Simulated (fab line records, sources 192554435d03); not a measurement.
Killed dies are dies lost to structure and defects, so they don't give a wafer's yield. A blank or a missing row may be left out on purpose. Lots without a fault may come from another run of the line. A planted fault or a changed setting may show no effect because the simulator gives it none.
fab line records | flow n5_finfet
record lots=7 wafers=39
route steps=1938 shown HKMG_FIN@438 GATE_CUT@501
start_h: hours from the record's first day to the start of the lot's first wafer shown | wait_h: hours since the lot's step before | " the same as in the row above | L1.1+2: a row that stands for several wafers | - no value, or no start given | * or withheld: withheld | < > ~ a bound
route shown NAME@n: a module of which the file shows steps, and the number in the route of the first | usual: mean/standard deviation of fault-free wafers | same: alike in all rows | chamber/n: place in a boat | sites: the reading at each site | _std_site: their standard deviation | _edge_site: outer sites' mean less inner sites' | radius_mm: how far each site lies from the wafer's centre | mask NAME#n: copy n | behind: the tool/chamber that last shaped the wafer | hold: why the lot was held/for how many hours/how that ended | device: the transistor (n, p or np) that didn't switch | end of line: the same wafers' tests at the end of the route | a step without rows: its recipe alone | killed: dies lost to structure and defects at the first sort, not the wafer's yield | map: a wafer's dies, x killed, . not, _ none there
set.NAME: the setting as run; set.NAME@STEP: as run at that earlier step | model.NAME: the simulator's own value behind a step, which no gauge read
lots whose settings were changed on purpose; a table a step, a row a wafer
## steps
# step N5_HKMG_FIN_ETCH_35
# recipe chemistry=N2/H2 target=SOC target_depth_a=2158 ion_energy_ev=65 bias_w=5 source_w=3000 time_s=243.4 pressure_mtorr=30 n2_flow_sccm=200 h2_flow_sccm=200
# usual rf_vpp_V=141.6/1
# columns lot.wafer tool chamber start_h wait_h set.source_w rf_vpp_V model.etch.depth_nm model.SOC_of_HKMG_FIN_COAT_29.thk_nm model.HKMG_FIN.feature_depth_nm
L080.1 rie_diel-01 3 111.86 0.0 2480 150.5 189.4 110.8 189.4
L080.2 " 0 " " 2480 152.2 184.1 115.8 184.2
L080.3 " 2 " " 2480 152.0 178.1 122.2 178
L080.4 " 1 " " 3000 143.7 213.4 88.2 213.4
L080.5 " 3 " " 3000 140.0 221.4 79 221.4
L080.6 " 2 " " 3000 140.7 208.8 91.8 208.8
L083.1 rie_diel-03 3 129.41 0.0 3000 140.5 218.7 82.4 218.6
L083.2 " 0 " " 3000 140.5 210.1 90.8 210
L083.3 " 1 " " 3548 133.6 247.2 54 247.2
L083.4 " 2 " " 3000 143.9 217.8 83.2 217.8
L083.5 " 2 " " 3548 133.9 248.3 52.8 248.2
L083.6 " 1 " " 3548 133.1 248.5 52.6 248.4
L084.1 rie_diel-03 0 136.37 0.0 3314 136.6 232.8 67.8 232.8
L084.2 " 2 " " 3000 141.3 218.4 81.6 218.4
L084.3 " 3 " " 3314 136.6 238.7 61.4 238.8
L084.4 " 1 " " 3314 138.0 236.1 63.8 236
L084.5 " 2 " " 3000 141.4 218.7 81.2 218.6
L084.6 " 3 " " 3000 139.7 219.5 80.4 219.4
L086.1 rie_diel-03 3 147.28 0.0 3192 137.6 226.2 75.4 226.2
L086.2 " 0 " " 3192 139.1 221.2 79.6 221.2
L086.3 " 2 " " 3000 141.0 215.5 85 215.4
L086.4 " 0 " " 3000 142.5 209.5 90.6 209.4
L086.5 " 2 " " 3192 140.2 226.2 75.2 226.2
L086.6 " 3 " " 3000 139.9 215.4 85.8 215.4
L087.1 rie_diel-01 3 152.75 0.0 3272 136.6 239.1 60.2 239
L087.2 " 1 " " 3272 138.6 233.1 66.4 233.2
L087.3 " 2 " " 3272 137.5 226.2 73.2 226.2
L087.4 " 0 " " 3000 141.3 217.3 81 217.2
L087.5 " 2 " " 3000 141.7 210.7 89.2 210.8
L087.6 " 1 " " 3000 141.1 217.1 82.6 217
L089.1 rie_diel-04 2 167.21 0.0 3000 141.7 212.7 88 212.6
L089.2 " 3 " " 3366 137.6 236.6 62.6 236.6
L089.3 " 0 " " 3366 135.7 241.7 58.4 241.6
L089.4 " 3 " " 3000 143.9 212.6 87 212.6
L089.5 " 0 " " 3366 134.8 244.3 54.8 244.4
L089.6 " 2 " " 3000 141.8 213.2 86.6 213.2
L092.1 rie_diel-03 1 183.49 0.0 3000 141.3 218.3 82 218.4
L092.2 " 2 " " 3000 142.2 217 84.4 217
L092.6 " 1 " " 3000 141.3 219 81.2 219
# step N5_GATE_CUT_CUT_ETCH_54
# recipe chemistry=Cl2/BCl3 target=TiN mask_material=SiO2 target_depth_a=967 pressure_mtorr=10 icp_w=1000 bias_w=126 Cl2_flow_sccm=53.25 bcl3_flow_sccm=21.75 Ar_flow_sccm=25 ends=cleared
# usual etch_rf_on_time_s=36.9/0.36
# columns lot.wafer tool chamber start_h wait_h set.icp_w etch_rf_on_time_s
L080.1 rie_metal-01 1 120.67 0.1 931.8 39.6
L080.2 " 1 " " 1000 37.1
L080.3 " 1 " " 931.8 39.5
L080.4 " 1 " " 931.8 39.7
L080.5 " 1 " " 1000 37.3
L080.6 " 1 " " 1000 37.1
L083.1 rie_metal-02 1 138.04 0.0 1000 37.3
L083.2 " 0 " " 1000 36.6
L083.3 " 0 " " 808.6 44.7
L083.4 " 1 " " 808.6 44.4
L083.5 " 0 " " 1000 36.9
L083.6 " 1 " " 808.6 44.6
L084.1 rie_metal-01 0 145.16 0.1 1000 37.1
L084.2 " 1 " " 1159 32.9
L084.3 " 0 " " 1000 37.0
L084.4 " 1 " " 1159 33.0
L084.5 " 1 " " 1159 33.0
L084.6 " 0 " " 1000 37.1
L086.1 rie_metal-03 0 155.83 0.0 884.4 40.6
L086.2 " 1 " " 1000 36.8
L086.3 " 1 " " 1000 36.8
L086.4 " 0 " " 884.4 40.4
L086.5 " 0 " " 1000 36.6
L086.6 " 1 " " 884.4 41.1
L087.1 rie_metal-02 1 161.89 0.0 1000 36.5
L087.2 " 0 " " 1000 36.7
L087.3 " 1 " " 1000 36.3
L087.4 " 0 " " 1000 36.7
L087.5 " 0 " " 1000 36.4
L087.6 " 1 " " 1000 36.3
L089.1 rie_metal-03 1 175.96 0.0 1000 37.2
L089.2 " 0 " " 1000 36.7
L089.3 " 1 " " 1000 36.9
L089.4 " 0 " " 1000 36.6
L089.5 " 1 " " 1000 36.6
L089.6 " 0 " " 1000 36.5
L092.1 rie_metal-01 0 192.82 0.0 1000 36.7
L092.2 " 1 " " 1000 37.2
L092.6 " 0 " " 1000 36.8
## key
split step=N5_HKMG_FIN_ETCH_35 setting=source_w stated=3000 by=wafer
response step=N5_HKMG_FIN_ETCH_35 reading=rf_vpp_V change=-0.482 per=1% r=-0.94
response step=N5_HKMG_FIN_ETCH_35 reading=model.etch.depth_nm change=+1.85 per=1% r=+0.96
response step=N5_HKMG_FIN_ETCH_35 reading=model.SOC_of_HKMG_FIN_COAT_29.thk_nm change=-1.83 per=1% r=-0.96
response step=N5_HKMG_FIN_ETCH_35 reading=model.HKMG_FIN.feature_depth_nm change=+1.85 per=1% r=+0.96
split step=N5_GATE_CUT_CUT_ETCH_54 setting=icp_w stated=1000 by=wafer
response step=N5_GATE_CUT_CUT_ETCH_54 reading=etch_rf_on_time_s change=* per=1% r=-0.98
